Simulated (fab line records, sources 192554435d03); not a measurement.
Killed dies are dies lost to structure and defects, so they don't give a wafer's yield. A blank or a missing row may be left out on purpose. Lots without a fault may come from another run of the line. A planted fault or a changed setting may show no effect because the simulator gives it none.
Which tool did it? | flow n5_finfet | 24 lots, 72 wafers sampled, at 6 steps of a route of 1938

WHAT THE GAUGES READ, wafer by wafer
N5_MOL_CONTACT_COAG_THK_MEAS_53. Usual: VIA_MOL_THK 43.9 nm, standard deviation 0.58.
lot  | measured     | on            | VIA_MOL_THK (nm) | flag
L074 | day 5 05:11  | film_metro-01 | 43.4 43.5 44.0   |
L075 | day 5 14:04  | film_metro-02 | 43.8 44.4 44.8   |
L076 | day 5 21:41  | film_metro-02 | 43.2 43.5 43.7   |
L077 | day 5 22:13  | film_metro-02 | 43.3 44.7 44.7   |
L078 | day 6 04:52  | film_metro-02 | 42.9 43.6 43.2   |
L079 | day 6 12:28  | film_metro-02 | 44.4 44.0 44.7   |
L080 | day 6 17:57  | film_metro-02 | 42.9 43.7 43.6   |
L081 | day 7 13:17  | film_metro-02 | 43.6 44.5 44.3   |
L082 | day 7 16:40  | film_metro-02 | 43.9 44.5 45.4   |
L084 | day 7 19:39  | film_metro-01 | 43.0 43.9 44.2   |
L083 | day 7 19:59  | film_metro-01 | 44.6 44.3 44.4   |
L085 | day 8 09:42  | film_metro-02 | 44.3 45.4 44.2   |
L086 | day 8 15:24  | film_metro-01 | 43.0 44.5 43.5   |
L087 | day 9 00:32  | film_metro-02 | 43.3 43.6 43.6   |
L088 | day 9 02:05  | film_metro-02 | 43.0 44.4 44.5   |
L089 | day 9 04:19  | film_metro-02 | 43.7 43.6 44.2   |
L090 | day 9 19:32  | film_metro-02 | 43.9 42.9 43.9   |
L091 | day 10 02:13 | film_metro-02 | 43.3 42.7 43.6   |
L092 | day 10 03:30 | film_metro-02 | 43.6 44.0 43.4   |
L093 | day 10 10:25 | film_metro-02 | 43.9 44.0 45.4   |
L094 | day 10 12:37 | film_metro-02 | 43.9 43.6 44.7   |
L095 | day 10 16:13 | film_metro-02 | 43.5 43.2 44.0   |
L096 | day 11 00:26 | film_metro-01 | 43.9 43.2 44.3   |
L097 | day 11 04:34 | film_metro-02 | 43.4 43.6 44.2   |

WHICH TOOL RAN EACH LOT (tool, then ch and the chambers of the sampled wafers, then the start)
lot  | N5_MOL_CONTACT_COAG_ALD_123       | N5_MOL_CONTACT_COAG_VIA_ETCH_46    | N5_MOL_CONTACT_COAG_ETCHBACK_134   | N5_MOL_CONTACT_COAG_VIA_ETCH_117   | N5_MOL_CONTACT_COAG_CVD_140
L074 | ald_sin-01 ch 1,2,3, day 5 01:04  | rie_diel-01 ch 0,1,3, day 5 02:30  | rie_diel-01 ch 1,3, day 5 03:37    | rie_diel-01 ch 1,3, day 5 03:46    | cvd_w-01 ch 0, day 5 04:20
L075 | ald_sin-04 ch 0,3, day 5 09:47    | rie_diel-01 ch 0,1,3, day 5 11:22  | rie_diel-04 ch 0,1, day 5 12:28    | rie_diel-04 ch 0,1, day 5 12:37    | cvd_w-01 ch 0, day 5 13:21
L076 | ald_sin-04 ch 2,3, day 5 17:31    | rie_diel-04 ch 1,3, day 5 19:19    | rie_diel-01 ch 0,1,3, day 5 20:26  | rie_diel-01 ch 0,1,3, day 5 20:35  | cvd_w-02 ch 0,1, day 5 21:04
L077 | ald_sin-01 ch 0,1,2, day 5 17:54  | rie_diel-01 ch 0,1,2, day 5 19:25  | rie_diel-04 ch 1,2,3, day 5 20:38  | rie_diel-04 ch 1,2,3, day 5 20:48  | cvd_w-01 ch 0, day 5 21:22
L078 | ald_sin-02 ch 0,2,3, day 6 01:04  | rie_diel-01 ch 0,2,3, day 6 02:31  | rie_diel-01 ch 0,2,3, day 6 03:36  | rie_diel-01 ch 0,2,3, day 6 03:46  | cvd_w-02 ch 0,1, day 6 04:15
L079 | ald_sin-04 ch 0,2,3, day 6 07:33  | rie_diel-01 ch 0,3, day 6 09:29    | rie_diel-03 ch 0,1,2, day 6 10:50  | rie_diel-03 ch 0,1,2, day 6 10:59  | cvd_w-01 ch 0, day 6 11:38
L080 | ald_sin-04 ch 0,2,3, day 6 13:16  | rie_diel-04 ch 0,1,2, day 6 14:55  | rie_diel-03 ch 1,3, day 6 16:22    | rie_diel-03 ch 1,3, day 6 16:31    | cvd_w-01 ch 0, day 6 17:06
L081 | ald_sin-02 ch 0,3, day 7 09:05    | rie_diel-03 ch 0,1,3, day 7 10:52  | rie_diel-01 ch 0,2, day 7 12:02    | rie_diel-01 ch 0,2, day 7 12:11    | cvd_w-02 ch 0,1, day 7 12:40
L082 | ald_sin-01 ch 0,1, day 7 12:33    | rie_diel-01 ch 0,1,3, day 7 14:07  | rie_diel-01 ch 2,3, day 7 15:24    | rie_diel-01 ch 2,3, day 7 15:34    | cvd_w-02 ch 0,1, day 7 16:08
L084 | ald_sin-04 ch 2,3, day 7 15:43    | rie_diel-04 ch 0,1,2, day 7 17:10  | rie_diel-04 ch 1,3, day 7 18:23    | rie_diel-04 ch 1,3, day 7 18:33    | cvd_w-02 ch 0,1, day 7 19:02
L083 | ald_sin-02 ch 0,1,2, day 7 16:04  | rie_diel-01 ch 2,3, day 7 17:31    | rie_diel-04 ch 0,1,2, day 7 18:44  | rie_diel-04 ch 0,1,2, day 7 18:53  | cvd_w-01 ch 0,1, day 7 19:22
L085 | ald_sin-02 ch 0,2,3, day 8 03:43  | rie_diel-03 ch 0,1,2, day 8 05:40  | rie_diel-03 ch 1,3, day 8 08:23    | rie_diel-03 ch 1,3, day 8 08:33    | cvd_w-02 ch 0,1, day 8 09:04
L086 | ald_sin-02 ch 1,2,3, day 8 10:34  | rie_diel-03 ch 0,2,3, day 8 12:25  | rie_diel-03 ch 0,2, day 8 14:08    | rie_diel-03 ch 0,2, day 8 14:18    | cvd_w-01 ch 0,1, day 8 14:47
L087 | ald_sin-01 ch 1,2,3, day 8 16:01  | rie_diel-01 ch 0,1,2, day 8 17:42  | rie_diel-01 ch 0,1,2, day 8 23:16  | rie_diel-01 ch 0,1,2, day 8 23:26  | cvd_w-01 ch 0,1, day 8 23:55
L088 | ald_sin-01 ch 1,2,3, day 8 16:53  | rie_diel-03 ch 0,2,3, day 8 23:19  | rie_diel-03 ch 0,3, day 9 00:50    | rie_diel-03 ch 0,3, day 9 00:59    | cvd_w-02 ch 0,1, day 9 01:33
L089 | ald_sin-01 ch 0,2,3, day 8 23:21  | rie_diel-01 ch 0,1,3, day 9 01:08  | rie_diel-03 ch 0,2, day 9 03:02    | rie_diel-03 ch 0,2, day 9 03:11    | cvd_w-02 ch 0,1, day 9 03:42
L090 | ald_sin-01 ch 0,1,3, day 9 14:54  | rie_diel-04 ch 1,2,3, day 9 16:44  | rie_diel-03 ch 1,2,3, day 9 17:56  | rie_diel-03 ch 1,2,3, day 9 18:06  | cvd_w-01 ch 1, day 9 18:40
L091 | ald_sin-01 ch 2,3, day 9 21:56    | rie_diel-03 ch 0,1,2, day 9 23:37  | rie_diel-03 ch 1,2, day 10 00:54   | rie_diel-03 ch 1,2, day 10 01:03   | cvd_w-02 ch 0,1, day 10 01:36
L092 | ald_sin-04 ch 0,2,3, day 9 23:17  | rie_diel-04 ch 0,1,2, day 10 00:58 | rie_diel-03 ch 1,2, day 10 02:13   | rie_diel-03 ch 1,2, day 10 02:23   | cvd_w-02 ch 0,1, day 10 02:52
L093 | ald_sin-01 ch 0,1,2, day 10 06:06 | rie_diel-04 ch 0,2,3, day 10 07:40 | rie_diel-01 ch 0,3, day 10 09:10   | rie_diel-01 ch 0,3, day 10 09:19   | cvd_w-02 ch 0,1, day 10 09:49
L094 | ald_sin-04 ch 0,2,3, day 10 08:15 | rie_diel-04 ch 1,2,3, day 10 09:41 | rie_diel-01 ch 0,1,3, day 10 11:20 | rie_diel-01 ch 0,1,3, day 10 11:29 | cvd_w-01 ch 0,1, day 10 12:00
L095 | ald_sin-04 ch 1,2,3, day 10 12:09 | rie_diel-04 ch 1,3, day 10 13:52   | rie_diel-01 ch 0,2, day 10 14:58   | rie_diel-01 ch 0,2, day 10 15:07   | cvd_w-01 ch 0,1, day 10 15:36
L096 | ald_sin-02 ch 0,2,3, day 10 20:01 | rie_diel-03 ch 0,1, day 10 21:58   | rie_diel-04 ch 1,2,3, day 10 23:06 | rie_diel-04 ch 1,2,3, day 10 23:16 | cvd_w-02 ch 0,1, day 10 23:50
L097 | ald_sin-04 ch 0,1,3, day 10 23:52 | rie_diel-03 ch 1,2, day 11 02:10   | rie_diel-01 ch 2,3, day 11 03:16   | rie_diel-01 ch 2,3, day 11 03:26   | cvd_w-02 ch 0,1, day 11 03:55
- N5_MOL_CONTACT_COAG_ALD_123: deposits SiNx, target thk 5 nm, pulse time 1 s, purge time 2 s.
- N5_MOL_CONTACT_COAG_VIA_ETCH_46: etches SiO2 in C4F6/O2, target depth 46 nm, overetch 9.2 nm, time 40 s.
- N5_MOL_CONTACT_COAG_ETCHBACK_134: etches SiO2 in CHF3, target depth 10 nm, time 6.7 s.
- N5_MOL_CONTACT_COAG_VIA_ETCH_117: etches SiO2 in C4F6/O2, target depth 40 nm, overetch 8 nm, time 26 s.
- N5_MOL_CONTACT_COAG_CVD_140: deposits W, target thk 66.5 nm, time 215 s.

WHAT THE TOOLS THEMSELVES READ (means of the sampled wafers that have a number; where no wafer has one, the mark that the record gives instead)
N5_MOL_CONTACT_COAG_ALD_123. Usual: heater_power_w 852 W, standard deviation 98; precursor_pulse_height_rel 1.000, standard deviation 0.019.
lot  | tool       | heater_power_w (W) | precursor_pulse_height_rel | flag
L074 | ald_sin-01 | 784                | 0.983                      |
L075 | ald_sin-04 | 844                | 0.981                      |
L076 | ald_sin-04 | 817                | 0.996                      |
L077 | ald_sin-01 | 871                | 0.997                      |
L078 | ald_sin-02 | 917                | 0.998                      |
L079 | ald_sin-04 | 831                | 0.998                      |
L080 | ald_sin-04 | 842                | 0.995                      |
L081 | ald_sin-02 | 944                | 0.988                      |
L082 | ald_sin-01 | 939                | 1.012                      |
L084 | ald_sin-04 | 760                | 1.016                      |
L083 | ald_sin-02 | 887                | 0.987                      |
L085 | ald_sin-02 | 902                | 0.996                      |
L086 | ald_sin-02 | 876                | 1.008                      |
L087 | ald_sin-01 | 788                | 1.013                      |
L088 | ald_sin-01 | 786                | 0.979                      |
L089 | ald_sin-01 | 844                | 0.994                      |
L090 | ald_sin-01 | 905                | 1.000                      |
L091 | ald_sin-01 | 726                | 0.995                      |
L092 | ald_sin-04 | 831                | 1.006                      |
L093 | ald_sin-01 | 880                | 1.000                      |
L094 | ald_sin-04 | 827                | 1.006                      |
L095 | ald_sin-04 | 792                | 0.993                      |
L096 | ald_sin-02 | 926                | 0.987                      |
L097 | ald_sin-04 | 835                | 1.005                      |

N5_MOL_CONTACT_COAG_VIA_ETCH_46. Usual: drypump_motor_current_A 5.9 A, standard deviation 0.41; oes_f_703_au 0.78 a.u., standard deviation 0.092; oes_product_au 0.70 a.u., standard deviation 0.082; rf_vpp_V 1586 V, standard deviation 17; showerhead_plenum_p_Torr 2.86 Torr, standard deviation 0.07; throttle_valve_pct 41.01 %, standard deviation 0.19.
lot  | tool        | drypump_motor_current_A (A) | oes_f_703_au (a.u.) | oes_product_au (a.u.) | rf_vpp_V (V) | showerhead_plenum_p_Torr (Torr) | throttle_valve_pct (%) | flag
L074 | rie_diel-01 | 6.4                         | 0.85                | 0.77                  | 1596         | 2.92                            | 41.15                  |
L075 | rie_diel-01 | 6.4                         | 0.85                | 0.77                  | 1596         | 2.91                            | 41.16                  |
L076 | rie_diel-04 | 5.9                         | 0.74                | 0.65                  | 1574         | 2.85                            | 40.89                  |
L077 | rie_diel-01 | 6.4                         | 0.81                | 0.73                  | 1601         | 2.90                            | 41.10                  |
L078 | rie_diel-01 | 6.2                         | 0.85                | 0.76                  | 1598         | 2.92                            | 41.05                  |
L079 | rie_diel-01 | 6.2                         | 0.88                | 0.80                  | 1594         | 2.93                            | 41.11                  |
L080 | rie_diel-04 | 5.4                         | 0.74                | 0.66                  | 1584         | 2.87                            | 41.05                  |
L081 | rie_diel-03 | 5.9                         | 0.70                | 0.63                  | 1590         | 2.84                            | 41.01                  |
L082 | rie_diel-01 | 6.4                         | 0.82                | 0.75                  | 1596         | 2.91                            | 41.17                  |
L084 | rie_diel-04 | 5.4                         | 0.74                | 0.66                  | 1584         | 2.86                            | 41.07                  |
L083 | rie_diel-01 | 6.0                         | 0.82                | 0.74                  | 1585         | 2.88                            | 41.07                  |
L085 | rie_diel-03 | 5.8                         | 0.70                | 0.63                  | 1581         | 2.85                            | 41.02                  |
L086 | rie_diel-03 | 5.8                         | 0.70                | 0.63                  | 1585         | 2.84                            | 40.83                  |
L087 | rie_diel-01 | 6.3                         | 0.78                | 0.70                  | 1600         | 2.89                            | 41.11                  |
L088 | rie_diel-03 | 5.8                         | 0.69                | 0.63                  | 1585         | 2.84                            | 40.83                  |
L089 | rie_diel-01 | 6.4                         | 0.81                | 0.72                  | 1595         | 2.90                            | 41.17                  |
L090 | rie_diel-04 | 5.6                         | 0.81                | 0.72                  | 1572         | 2.85                            | 41.01                  |
L091 | rie_diel-03 | 5.8                         | 0.77                | 0.69                  | 1581         | 2.84                            | 40.91                  |
L092 | rie_diel-04 | 5.4                         | 0.72                | 0.65                  | 1582         | 2.85                            | 41.08                  |
L093 | rie_diel-04 | 5.5                         | 0.77                | 0.70                  | 1571         | 2.80                            | 41.07                  |
L094 | rie_diel-04 | 5.6                         | 0.80                | 0.71                  | 1571         | 2.85                            | 41.03                  |
L095 | rie_diel-04 | 5.9                         | 0.86                | 0.77                  | 1572         | 2.84                            | 40.85                  |
L096 | rie_diel-03 | 5.8                         | 0.84                | 0.75                  | 1584         | 2.83                            | 40.99                  |
L097 | rie_diel-03 | 5.9                         | 0.76                | 0.69                  | 1584         | 2.80                            | 40.88                  |

N5_MOL_CONTACT_COAG_ETCHBACK_134. Usual: drypump_motor_current_A 5.9 A, standard deviation 0.38; oes_f_703_au 0.76 a.u., standard deviation 0.077; oes_product_au 0.76 a.u., standard deviation 0.083; rf_vpp_V 524 V, standard deviation 5.6; showerhead_plenum_p_Torr 2.40 Torr, standard deviation 0.058; throttle_valve_pct 18.80 %, standard deviation 0.13.
lot  | tool        | drypump_motor_current_A (A) | oes_f_703_au (a.u.) | oes_product_au (a.u.) | rf_vpp_V (V) | showerhead_plenum_p_Torr (Torr) | throttle_valve_pct (%) | flag
L074 | rie_diel-01 | 6.4                         | 0.80                | 0.80                  | 523          | 2.39                            | 18.87                  |
L075 | rie_diel-04 | 5.6                         | 0.76                | 0.76                  | 527          | 2.44                            | 18.81                  |
L076 | rie_diel-01 | 6.4                         | 0.84                | 0.86                  | 527          | 2.44                            | 18.84                  |
L077 | rie_diel-04 | 5.7                         | 0.75                | 0.74                  | 519          | 2.40                            | 18.90                  |
L078 | rie_diel-01 | 6.1                         | 0.85                | 0.87                  | 527          | 2.45                            | 18.70                  |
L079 | rie_diel-03 | 5.8                         | 0.70                | 0.70                  | 523          | 2.39                            | 18.86                  |
L080 | rie_diel-03 | 6.1                         | 0.70                | 0.70                  | 529          | 2.35                            | 18.87                  |
L081 | rie_diel-01 | 6.3                         | 0.84                | 0.85                  | 533          | 2.48                            | 18.73                  |
L082 | rie_diel-01 | 6.0                         | 0.79                | 0.79                  | 525          | 2.40                            | 18.66                  |
L084 | rie_diel-04 | 5.8                         | 0.74                | 0.74                  | 522          | 2.43                            | 18.89                  |
L083 | rie_diel-04 | 5.4                         | 0.74                | 0.74                  | 523          | 2.40                            | 18.89                  |
L085 | rie_diel-03 | 6.0                         | 0.69                | 0.69                  | 527          | 2.34                            | 18.98                  |
L086 | rie_diel-03 | 5.6                         | 0.69                | 0.69                  | 520          | 2.42                            | 18.79                  |
L087 | rie_diel-01 | 6.3                         | 0.78                | 0.78                  | 529          | 2.42                            | 18.80                  |
L088 | rie_diel-03 | 5.9                         | 0.70                | 0.69                  | 526          | 2.38                            | 18.79                  |
L089 | rie_diel-03 | 5.6                         | 0.69                | 0.68                  | 520          | 2.42                            | 18.79                  |
L090 | rie_diel-03 | 6.0                         | 0.78                | 0.79                  | 526          | 2.34                            | 18.79                  |
L091 | rie_diel-03 | 5.9                         | 0.78                | 0.78                  | 524          | 2.35                            | 18.82                  |
L092 | rie_diel-03 | 5.9                         | 0.77                | 0.78                  | 523          | 2.35                            | 18.81                  |
L093 | rie_diel-01 | 6.2                         | 0.83                | 0.84                  | 526          | 2.45                            | 18.83                  |
L094 | rie_diel-01 | 6.4                         | 0.79                | 0.80                  | 527          | 2.43                            | 18.90                  |
L095 | rie_diel-01 | 6.1                         | 0.77                | 0.78                  | 529          | 2.43                            | 18.69                  |
L096 | rie_diel-04 | 5.6                         | 0.79                | 0.79                  | 517          | 2.38                            | 18.83                  |
L097 | rie_diel-01 | 6.0                         | 0.76                | 0.76                  | 525          | 2.39                            | 18.71                  |

N5_MOL_CONTACT_COAG_VIA_ETCH_117. Usual: drypump_motor_current_A 5.9 A, standard deviation 0.38; oes_f_703_au 0.76 a.u., standard deviation 0.076; oes_product_au 0.68 a.u., standard deviation 0.067; rf_vpp_V 1588 V, standard deviation 16; showerhead_plenum_p_Torr 2.86 Torr, standard deviation 0.069; throttle_valve_pct 41.17 %, standard deviation 0.17.
lot  | tool        | drypump_motor_current_A (A) | oes_f_703_au (a.u.) | oes_product_au (a.u.) | rf_vpp_V (V) | showerhead_plenum_p_Torr (Torr) | throttle_valve_pct (%) | flag
L074 | rie_diel-01 | 6.4                         | 0.79                | 0.71                  | 1584         | 2.85                            | 41.36                  |
L075 | rie_diel-04 | 5.6                         | 0.77                | 0.69                  | 1595         | 2.91                            | 41.06                  |
L076 | rie_diel-01 | 6.4                         | 0.84                | 0.75                  | 1596         | 2.91                            | 41.33                  |
L077 | rie_diel-04 | 5.6                         | 0.75                | 0.67                  | 1572         | 2.87                            | 41.20                  |
L078 | rie_diel-01 | 6.2                         | 0.85                | 0.76                  | 1598         | 2.92                            | 41.22                  |
L079 | rie_diel-03 | 5.8                         | 0.70                | 0.64                  | 1582         | 2.85                            | 41.17                  |
L080 | rie_diel-03 | 6.1                         | 0.70                | 0.64                  | 1600         | 2.80                            | 41.11                  |
L081 | rie_diel-01 | 6.3                         | 0.83                | 0.75                  | 1612         | 2.96                            | 41.22                  |
L082 | rie_diel-01 | 6.0                         | 0.79                | 0.71                  | 1590         | 2.87                            | 41.18                  |
L084 | rie_diel-04 | 5.8                         | 0.75                | 0.67                  | 1584         | 2.90                            | 41.05                  |
L083 | rie_diel-04 | 5.4                         | 0.73                | 0.66                  | 1584         | 2.86                            | 41.23                  |
L085 | rie_diel-03 | 6.1                         | 0.69                | 0.62                  | 1595         | 2.79                            | 41.32                  |
L086 | rie_diel-03 | 5.6                         | 0.69                | 0.63                  | 1575         | 2.88                            | 41.04                  |
L087 | rie_diel-01 | 6.3                         | 0.77                | 0.70                  | 1600         | 2.89                            | 41.29                  |
L088 | rie_diel-03 | 6.0                         | 0.69                | 0.63                  | 1592         | 2.83                            | 41.00                  |
L089 | rie_diel-03 | 5.6                         | 0.70                | 0.63                  | 1574         | 2.88                            | 41.05                  |
L090 | rie_diel-03 | 6.0                         | 0.78                | 0.71                  | 1592         | 2.79                            | 41.04                  |
L091 | rie_diel-03 | 5.9                         | 0.77                | 0.70                  | 1585         | 2.80                            | 41.03                  |
L092 | rie_diel-03 | 5.9                         | 0.78                | 0.71                  | 1585         | 2.80                            | 41.04                  |
L093 | rie_diel-01 | 6.2                         | 0.83                | 0.74                  | 1592         | 2.91                            | 41.30                  |
L094 | rie_diel-01 | 6.4                         | 0.79                | 0.71                  | 1594         | 2.89                            | 41.35                  |
L095 | rie_diel-01 | 6.1                         | 0.77                | 0.70                  | 1602         | 2.90                            | 41.18                  |
L096 | rie_diel-04 | 5.6                         | 0.79                | 0.71                  | 1571         | 2.85                            | 41.19                  |
L097 | rie_diel-01 | 6.0                         | 0.76                | 0.68                  | 1589         | 2.85                            | 41.20                  |

N5_MOL_CONTACT_COAG_CVD_140. Usual: heater_power_w 475 W, standard deviation 80.
lot  | tool     | heater_power_w (W) | flag
L074 | cvd_w-01 | 431                |
L075 | cvd_w-01 | 434                |
L076 | cvd_w-02 | 536                |
L077 | cvd_w-01 | 434                |
L078 | cvd_w-02 | 541                |
L079 | cvd_w-01 | 434                |
L080 | cvd_w-01 | 436                |
L081 | cvd_w-02 | 473                |
L082 | cvd_w-02 | 461                |
L084 | cvd_w-02 | 527                |
L083 | cvd_w-01 | 464                |
L085 | cvd_w-02 | 526                |
L086 | cvd_w-01 | 462                |
L087 | cvd_w-01 | 438                |
L088 | cvd_w-02 | 533                |
L089 | cvd_w-02 | 462                |
L090 | cvd_w-01 | 478                |
L091 | cvd_w-02 | 462                |
L092 | cvd_w-02 | 527                |
L093 | cvd_w-02 | 463                |
L094 | cvd_w-01 | 466                |
L095 | cvd_w-01 | 463                |
L096 | cvd_w-02 | 529                |
L097 | cvd_w-02 | 460                |

THE ANSWER, worked out from the rows above alone
Rule: a lot is off if the mean of its wafers that have a number lies more than 3 standard deviations from the usual mean. A lot without any number at a reading at which 4 lots or more have one is off too. The other lots that the step has rows for count as sound. The gauges are gone through in route order, then the tools' own readings, and for those a lot's mean is taken as printed above. The first step at which some lot is off is used, and at that step the reading that is off furthest; a lot without a number counts as furthest.
No lot is off at any reading shown: from this, nothing can be told.

WHAT THE SIMULATOR HAD PUT IN
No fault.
